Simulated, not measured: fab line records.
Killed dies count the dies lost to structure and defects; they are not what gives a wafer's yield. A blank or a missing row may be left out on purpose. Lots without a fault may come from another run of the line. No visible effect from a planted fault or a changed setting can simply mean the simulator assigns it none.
fab line records | flow n5_finfet
record: lots: 6 wafers: 17 last_day: 17
route steps=1938 shown SDB@370 DUMMY_REMOVAL@377 BEOL_M4@1111 PASSIVATION@1936
lots untouched by any fault: they come from a run of this same line in which no faults occurred
start_h: start of the lot's first displayed wafer, in hours after the record's first day | wait_h: hours from the lot's prior step to this one | " same as the row above | L1.1+2: a row that stands for several wafers | - value missing, or start not given | * or withheld: withheld | < > ~ a bound
route shown NAME@n: NAME is a module with steps in the file, n the number in the route of the first one | usual: mean/standard deviation of fault-free wafers | same: alike in all rows | chamber/n: place in a boat | sites: the reading at each site | _std_site: their standard deviation | _edge_site: mean of outer sites minus mean of inner sites | radius_mm: how far each site lies from the wafer's centre | mask NAME#n: copy n | behind: the tool/chamber that last shaped the wafer | hold: why the lot was held/for how many hours/how that ended | device: the n, p or np transistor that did not switch | end of line: at the end of the route, the tests of the same wafers | for a step that has no rows: nothing shown but its recipe | killed: dies lost to structure and defects at the first sort, not the wafer's yield | map: dies across one wafer; x = killed, . = not, _ = none there
set.NAME: the run value of the setting; set.NAME@STEP: its run value at that earlier step | model.NAME: the simulator's own value behind a step, which no gauge read
lots at some steps of the route; a table a step, a row a wafer
services: the hour from which a tool's chamber was out of use, counted from the record's first day as start_h (under 0 if before that day), plus the number of hours and why
== steps ==
step: N5_SDB_PRECLEAN_38
recipe: chemistry: dHF time_s: 10 dilution: 750:1 temp_c: 25
step: N5_SDB_PRECLEAN_39
recipe: chemistry: O3/DIW time_s: 45 temp_c: 22 o3_ppm: 10
step: N5_SDB_SRD_28
recipe: dry: ipa_marangoni time_s: 30 temp_c: 23 rinse_liquid: diw
step: N5_SDB_ALD_29
recipe: material: SiNx target_thk_a: 300 temp_c: 400 ald_precursor_family: SiH2I2 ald_co_reactant: N2/H2-plasma pulse_time_s: 1 ald_cycles: 600 purge_time_s: 2 co_reactant_purge_time_s: 2 pressure_torr: 2
usual: heater_power_w: 862/71 precursor_pulse_height_rel: 0.999/0.017
columns lot.wafer tool chamber start_h wait_h heater_power_w precursor_pulse_height_rel
L992.4 ald_sin-04 1 85.71 0.4 816 0.974
L992.5 " 0 87.07 1.7 914 0.983
L992.6 " 3 " " 839 0.980
L997.3 ald_sin-02 3 114.35 0.0 774 1.024
L997.5 " 2 115.70 1.4 765 0.975
L999.1 ald_sin-04 1 128.75 0.0 815 1.010
L999.4 " 0 " " 937 0.974
L999.5 " 2 130.10 1.4 859 1.035
L109.1 ald_sin-04 3 185.83 0.8 839 1.011
L109.5 " 3 187.18 2.1 864 0.996
L109.6 " 0 " " 931 1.011
L110.1 ald_sin-04 1 198.04 0.0 808 1.001
L110.2 " 0 " " 944 0.986
L110.4 " 3 " " 854 0.979
L112.1 ald_sin-04 2 209.37 0.0 861 0.976
L112.3 " 3 " " 845 1.002
L112.6 " 1 210.73 1.4 810 0.965
step: N5_SDB_CMP_30
recipe: stop_on: poly-Si t_overpolish_s: 1.54 post_cmp_clean: alkaline_brush down_force_psi: 4.1491 platen_rpm: 51.796 pad_velocity_m_s: 1.0306 target_thk_nm: 30
usual: motor_current_A: 12.8/1.1 overpolish_run_s: 1.540/0.0097 retaining_ring_pressure_frac: 1.000/0.0048 time_to_endpoint_s: 16.7/2.3
columns lot.wafer tool chamber start_h wait_h motor_current_A overpolish_run_s retaining_ring_pressure_frac time_to_endpoint_s
L992.4 cmp-04 3 88.48 1.4 13.5 1.530 1.000 17.7
L992.5 " 2 " " 13.1 1.535 0.997 15.1
L992.6 " 3 " " 14.2 1.532 1.002 17.9
L997.3 cmp-04 3 117.16 1.5 13.0 1.540 1.001 19.3
L997.5 " 1 " " 14.0 1.541 0.993 18.6
L999.4 cmp-04 1 131.49 1.4 14.1 1.524 0.989 18.7
L999.1 " 2 " " 12.6 1.539 1.001 14.1
L999.5 " 2 " " 12.7 1.534 1.001 15.2
L109.1 cmp-03 0 188.69 1.5 12.2 1.563 1.002 14.9
L109.5 " 1 " " 14.3 1.545 0.997 15.5
L109.6 " 2 " " 13.1 1.543 1.003 16.7
L110.4 cmp-03 2 200.81 1.4 13.6 1.533 1.004 18.8
L110.2 " 3 " " 11.1 1.545 1.004 19.9
L110.1 " 0 " " 13.7 1.558 1.002 15.2
L112.1 cmp-04 2 212.27 1.5 13.1 1.532 1.002 10.3
L112.3 " 3 " " 14.2 1.520 1.005 13.7
L112.6 " 3 " " 12.9 1.534 0.996 15.3
step: N5_SDB_THK_MEAS_31
recipe: reads: a-Si_of_DUMMY_GATE_CVD_03
usual: SDB_THK: 64.0/1.2
columns lot.wafer tool chamber start_h wait_h SDB_THK[nm]
L992.4 film_metro-01 - 88.74 - 65.1
L992.5 " - " " 63.0
L992.6 " - " " 64.9
L997.3 film_metro-01 - 117.38 - 63.0
L997.5 " - " " 63.8
L999.1 film_metro-02 - 131.78 - 62.0
L999.4 " - " " 64.0
L999.5 " - " " 61.9
L109.1 film_metro-01 - 188.87 - 62.9
L109.5 " - " " 62.9
L109.6 " - " " 63.7
L110.1 film_metro-02 - 201.07 - 65.4
L110.2 " - " " 65.6
L110.4 " - " " 65.1
L112.1 film_metro-02 - 212.57 - 63.2
L112.3 " - " " 62.0
L112.6 " - " " 63.2
step: N5_SDB_INSPECT_36
recipe: inspect_instrument: darkfield mode: post_cmp
usual: raw_defect_count: 43/19
columns lot.wafer tool chamber start_h wait_h raw_defect_count
L992.4 defect_inspect-01 - 88.77 0.0 59
L992.5 " - " " 45
L992.6 " - " " 36
L997.3 defect_inspect-01 - 117.40 0.0 31
L997.5 " - " " 37
L999.1 defect_inspect-02 - 131.81 0.0 30
L999.4 " - " " 26
L999.5 " - " " 24
L109.1 defect_inspect-01 - 188.90 0.0 30
L109.5 " - " " 63
L109.6 " - " " 36
L110.1 defect_inspect-02 - 201.09 0.0 14
L110.2 " - " " 23
L110.4 " - " " 26
L112.1 defect_inspect-02 - 212.59 0.0 26
L112.3 " - " " 32
L112.6 " - " " 70
step: N5_DUMMY_REMOVAL_HM_STRIP_01
recipe: chemistry: CH3F/O2 material: SiNx target_depth_a: 40 stop_on: poly-Si time_s: 6.8 over_etch_frac: 0.3 ion_energy_ev: 60 power_w: 410 bias_w: 29 Ar_flow_sccm: 150 CH3F_flow_sccm: 30 O2_flow_sccm: 20
usual: CH3F_flow_sccm: 30.00/0.084 drypump_motor_current_A: 5.6/0.41 oes_product_au: 0.64/0.07 rf_vpp_V: 127.3/0.99 showerhead_plenum_p_Torr: 1.99/0.072 throttle_valve_pct: 16.29/0.25
columns lot.wafer tool chamber start_h wait_h CH3F_flow_sccm drypump_motor_current_A oes_product_au rf_hours_counter_h rf_vpp_V showerhead_plenum_p_Torr throttle_valve_pct
L992.4 rie_diel-03 2 88.80 0.0 30.17 5.9 0.60 186 128.0 1.91 16.33
L992.5 " 3 " " 30.08 5.9 0.56 - 127.8 2.06 16.58
L992.6 " 0 " " 29.97 5.8 0.61 - 128.6 2.09 16.66
L997.3 rie_diel-05 3 117.44 0.0 29.98 5.4 0.68 61 126.7 2.03 16.35
L997.5 " 0 " " 29.95 6.1 0.78 - 127.8 1.97 15.81
L999.1 rie_diel-04 0 131.91 0.1 29.86 6.3 0.71 30 126.6 1.95 16.38
L999.4 " 1 " " 29.91 5.0 0.55 220 127.4 1.97 16.44
L999.5 " 3 " " 30.08 5.4 0.72 - 127.2 2.14 15.82
L109.1 rie_diel-04 2 188.93 0.0 29.84 5.0 0.60 177 128.6 1.91 16.34
L109.5 " 1 " " 30.11 5.0 0.54 - 127.4 1.96 16.47
L109.6 " 2 " " 30.01 5.0 0.61 - 125.0 1.91 16.33
L110.1 rie_diel-04 1 201.13 0.0 30.11 5.0 0.54 241 127.0 1.96 16.46
L110.2 " 2 " " 29.96 5.0 0.59 182 126.7 1.91 16.34
L110.4 " 3 " " 30.03 5.4 0.69 41 129.0 2.14 15.86
L112.1 rie_diel-03 2 212.63 0.0 30.06 6.0 0.57 226 126.2 1.90 16.39
L112.3 " 0 " " 30.04 5.8 0.59 184 128.1 2.07 16.75
L112.6 " 0 " " 30.11 5.8 0.59 - 128.6 2.07 16.75
step: N5_DUMMY_REMOVAL_STRIP_10
recipe: chemistry: N2/H2 time_s: 40 power_w: 100 temp_c: 40 pressure_mtorr: 100 rf_frequency_hz: 6e+07 bias_power_w: 3 n2_flow_sccm: 300 h2_flow_sccm: 300
usual: drypump_motor_current_A: 5.6/0.41 h2_flow_sccm: 300.1/0.98 n2_flow_sccm: 300.0/0.95 oes_product_au: 0.79/0.091 rf_vpp_V: 45.2/0.86 showerhead_plenum_p_Torr: 3.36/0.11 throttle_valve_pct: 12.17/0.28
columns lot.wafer tool chamber start_h wait_h drypump_motor_current_A h2_flow_sccm n2_flow_sccm oes_product_au rf_hours_counter_h rf_vpp_V showerhead_plenum_p_Torr throttle_valve_pct
L992.4 rie_diel-03 2 88.84 0.0 6.0 299.2 301.1 0.74 186 44.9 3.23 12.26
L992.5 " 3 " " 5.9 298.9 300.1 0.69 - 45.4 3.42 12.34
L992.6 " 0 " " 5.8 300.3 300.6 0.74 - 45.3 3.53 12.52
L997.3 rie_diel-05 3 117.47 0.0 5.5 299.3 299.5 0.84 61 45.0 3.40 12.12
L997.5 " 0 " " 6.1 298.4 299.8 0.97 - 45.9 3.33 11.67
L999.1 rie_diel-04 0 131.94 0.0 6.3 299.2 301.1 0.87 30 46.0 3.32 12.28
L999.4 " 1 " " 5.0 300.3 301.0 0.69 220 44.3 3.31 12.27
L999.5 " 3 " " 5.4 301.8 300.2 0.91 - 44.9 3.60 11.71
L109.1 rie_diel-04 2 188.97 0.0 5.0 298.8 298.9 0.75 177 45.8 3.24 12.32
L109.5 " 1 " " 5.0 300.5 300.5 0.68 - 45.2 3.31 12.31
L109.6 " 2 " " 5.0 300.4 298.2 0.74 - 45.9 3.24 12.32
L110.1 rie_diel-04 1 201.16 0.0 5.1 300.6 300.6 0.67 241 47.0 3.30 12.31
L110.2 " 2 " " 5.0 298.2 300.2 0.74 182 44.1 3.24 12.34
L110.4 " 3 " " 5.4 300.1 301.7 0.86 41 44.8 3.59 11.77
L112.1 rie_diel-03 2 212.66 0.0 6.0 301.2 299.6 0.69 226 45.1 3.21 12.35
L112.3 " 0 " " 5.8 299.3 301.2 0.71 184 44.8 3.50 12.63
L112.6 " 0 " " 5.8 300.0 301.4 0.70 - 45.6 3.50 12.62
step: N5_DUMMY_REMOVAL_PRECLEAN_07
recipe: chemistry: dHF time_s: 30 temp_c: 25 dilution: withheld
step: N5_DUMMY_REMOVAL_DUMMY_REMOVE_02
recipe: chemistry: TMAH temp_c: 70 target: poly-Si stop_on: SiO2 target_depth_nm: 142 conc_wt_pct: 5 time_s: 57 dry: ipa_marangoni rinse_time_s: 30 rinse_temp_c: 23
step: N5_DUMMY_REMOVAL_INSPECT_06
recipe: inspect_instrument: brightfield mode: aei
usual: raw_defect_count: 14/7.7
columns lot.wafer tool chamber start_h wait_h raw_defect_count
L992.4 defect_inspect-02 - 89.00 0.0 16
L992.5 " - " " 11
L992.6 " - " " 16
L997.3 defect_inspect-01 - 117.63 0.0 4
L997.5 " - " " 19
L999.1 defect_inspect-02 - 132.10 0.0 23
L999.4 " - " " 10
L999.5 " - " " 9
L109.1 defect_inspect-02 - 189.13 0.0 15
L109.5 " - " " 20
L109.6 " - " " 18
L110.1 defect_inspect-01 - 201.32 0.0 14
L110.2 " - " " 16
L110.4 " - " " 11
L112.1 defect_inspect-01 - 212.82 0.0 14
L112.3 " - " " 19
L112.6 " - " " 7
step: N5_DUMMY_REMOVAL_PRECLEAN_08
recipe: chemistry: NF3:NH3 afs_cycles: 2 temp_c: 30 time_s: 20 sublimation_temp_c: 180 sublimation_time_s: 60 pressure_torr: 3 rf_power_w: 30
usual: temp_c: 30.00/0.1
columns lot.wafer tool chamber start_h wait_h temp_c
L992.4 remote_plasma-02 0 89.12 0.1 30.15
L992.5 " 0 " " 30.15
L992.6 " 0 " " 30.07
L997.3 remote_plasma-01 0 117.73 0.1 30.43
L997.5 " 0 " " 30.51
L999.1 remote_plasma-01 1 132.14 0.0 30.63
L999.4 " 1 " " 30.49
L999.5 " 1 " " 30.43
L109.1 remote_plasma-02 0 189.16 0.0 30.09
L109.5 " 0 " " 30.15
L109.6 " 0 " " 30.07
L110.1 remote_plasma-02 1 201.36 0.0 30.11
L110.2 " 1 " " 30.01
L110.4 " 1 " " 30.01
L112.1 remote_plasma-01 0 212.86 0.0 30.16
L112.3 " 0 " " 29.95
L112.6 " 0 " " 30.07
step: N5_DUMMY_REMOVAL_PRECLEAN_04
recipe: chemistry: DHF time_s: 37 temp_c: 25 dilution: 500:1
step: N5_BEOL_M4_RC_MEAS_101
usual: DIBL_N: 36.9/1.7 DIBL_P: 37.3/2.3 IOFF_N: 0.16/0.033 IOFF_P: 0.22/0.04 ION_N: 673/12 ION_P: 463/8 SS_N: 71.6/0.58 SS_P: 73.4/0.74 VT_N: 250/3.2 VT_P: -250/3.4
columns lot.wafer tool chamber start_h wait_h DIBL_N[mV/V] DIBL_P[mV/V] IOFF_N[nA/um] IOFF_P[nA/um] ION_N[uA/um] ION_P[uA/um] SS_N[mV/dec] SS_P[mV/dec] VT_N[mV] VT_P[mV]
L992.4 prober-02 0 186.59 0.5 35.9 37.2 0.16 0.22 677 467 72.1 72.7 249 -249
L992.5 " 0 " " 37.6 39.0 0.19 0.25 672 466 72.5 73.2 247 -248
L992.6 " 0 " " 34.1 35.3 0.13 0.18 663 454 71.8 72.8 252 -251
L997.3 prober-02 0 217.30 0.3 36.2 35.6 0.13 0.18 659 453 72.0 73.3 256 -252
L997.5 " 0 " " 37.4 37.6 0.15 0.21 663 460 71.5 72.8 254 -251
L999.1 prober-02 0 225.44 0.0 38.9 38.5 0.18 0.27 675 470 72.4 74.2 253 -245
L999.4 " 0 " " 36.1 36.3 0.14 0.23 663 466 71.3 72.8 251 -250
L999.5 " 0 " " 39.2 41.3 0.22 0.34 680 475 72.0 73.9 247 -241
L109.1 prober-02 0 304.51 0.0 34.9 34.4 0.13 0.18 676 463 70.8 73.1 253 -254
L109.5 " 0 " " 33.5 33.3 0.11 0.17 658 448 70.9 72.9 257 -256
L109.6 " 0 " " 35.0 35.6 0.16 0.20 693 471 70.9 73.1 248 -255
L110.1 prober-01 0 308.00 0.0 39.3 41.1 0.21 0.27 674 461 72.5 74.2 247 -250
L110.2 " 0 " " 39.9 40.9 0.22 0.26 680 463 73.4 74.5 247 -250
L110.4 " 0 " " 38.5 39.9 0.18 0.25 677 466 72.4 74.5 252 -249
L112.1 prober-02 0 310.92 0.0 36.1 35.6 0.12 0.18 661 457 71.6 72.2 255 -253
L112.3 " 0 " " 37.0 37.3 0.14 0.21 683 468 70.8 72.8 251 -250
L112.6 " 0 " " 35.4 35.4 0.12 0.18 666 467 71.0 72.0 256 -251
step: N5_PASSIVATION_PROBE_49
usual: defect_limited_yield: 91.2/1.3 killed_at_M0_to_M3: 34/10 killed_at_M4_up: 13/4.6 killed_at_contacts: 13/5.5 killed_at_front_end: 41/12 killed_at_other: 2.8/2.4 killed_dies: 104/16 killed_open: 67/12 killed_short: 33/7.2 sort_bin_4_leakage: 0.00/0.012 sort_bin_5_function: 5.1/0.86 sort_bin_6_memory: 3.3/0.62 sort_n_pass: 1076/16 sort_yield_pct: 91.2/1.3
same: gross_dies: 1180 killed_at_back_side: 0 sort_bin_8_speed[%]: 0
columns lot.wafer tool chamber start_h wait_h defect_limited_yield[%] killed_at_M0_to_M3 killed_at_M4_up killed_at_contacts killed_at_front_end killed_at_other killed_dies killed_open killed_short sort_bin_4_leakage[%] sort_bin_5_function[%] sort_bin_6_memory[%] sort_n_pass sort_yield_pct[%]
L997.5 prober-01 - 326.29 0.2 92.0 27 6 18 40 3 94 62 28 0 4.6 3.1 1086 92.0
killed by level:class
L997.5 MOL_CONTACT_COAG:geometric_particle:open=15 STI_FIN_REVEAL:geometric_particle:open=14 BEOL_M0_SAQP:geometric_particle:open=8 FIN_SAQP:geometric_particle:short=6 BEOL_M3:geometric_particle:open=6 GATE_CUT:geometric_particle:short=5 BEOL_M0_SAQP:geometric_particle:short=4 FIN_SAQP:geometric_particle:open=3
== services ==
columns tool chamber start_h hours kind
cmp-04 - 63.76 2.9 pm
ald_sin-02 1 71.02 3.9 repair
rie_diel-03 3 74.51 6.5 repair
cmp-03 - 76.09 4.0 pm
rie_diel-03 0 83.65 4.6 repair
cmp-04 - 83.76 1.3 repair
cmp-03 - 84.01 0.3 repair
ald_sin-02 3 85.31 6.2 repair
cmp-04 - 98.61 0.2 repair
rie_diel-03 3 104.46 - clean
rie_diel-03 3 104.46 - consumable_replace:focus_ring
rie_diel-03 3 104.46 15.2 scheduled_down
rie_diel-03 3 104.46 15.2 vent_cycle
ald_sin-02 2 118.66 2.2 repair
rie_diel-03 1 142.65 - clean
rie_diel-03 1 142.65 - consumable_replace:focus_ring
rie_diel-03 1 142.65 26.3 scheduled_down
rie_diel-03 1 142.65 26.3 vent_cycle
cmp-03 - 153.40 0.4 repair
rie_diel-03 2 161.67 4.7 repair
ald_sin-02 - 177.93 14.0 pm
cmp-04 - 199.30 4.0 pm
rie_diel-04 - 199.56 1.0 repair
cmp-03 - 211.58 1.2 repair
== key ==
first_sign: step: N5_DUMMY_REMOVAL_PRECLEAN_08 reading: temp_c direction: up sigmas: 4.8 usual: * struck: *
effect none on later readings
met_at N5_DUMMY_REMOVAL_PRECLEAN_08
struck_wafers L997.3,L997.5,L999.1,L999.4,L999.5
fault: kind: process_parameter_drift tool: remote_plasma-01 chamber: - onset_h: 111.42 steps: N5_DUMMY_REMOVAL_PRECLEAN_08 channel: temp_c offset: * shape: step end_h: 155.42 acts_in: * stated: *
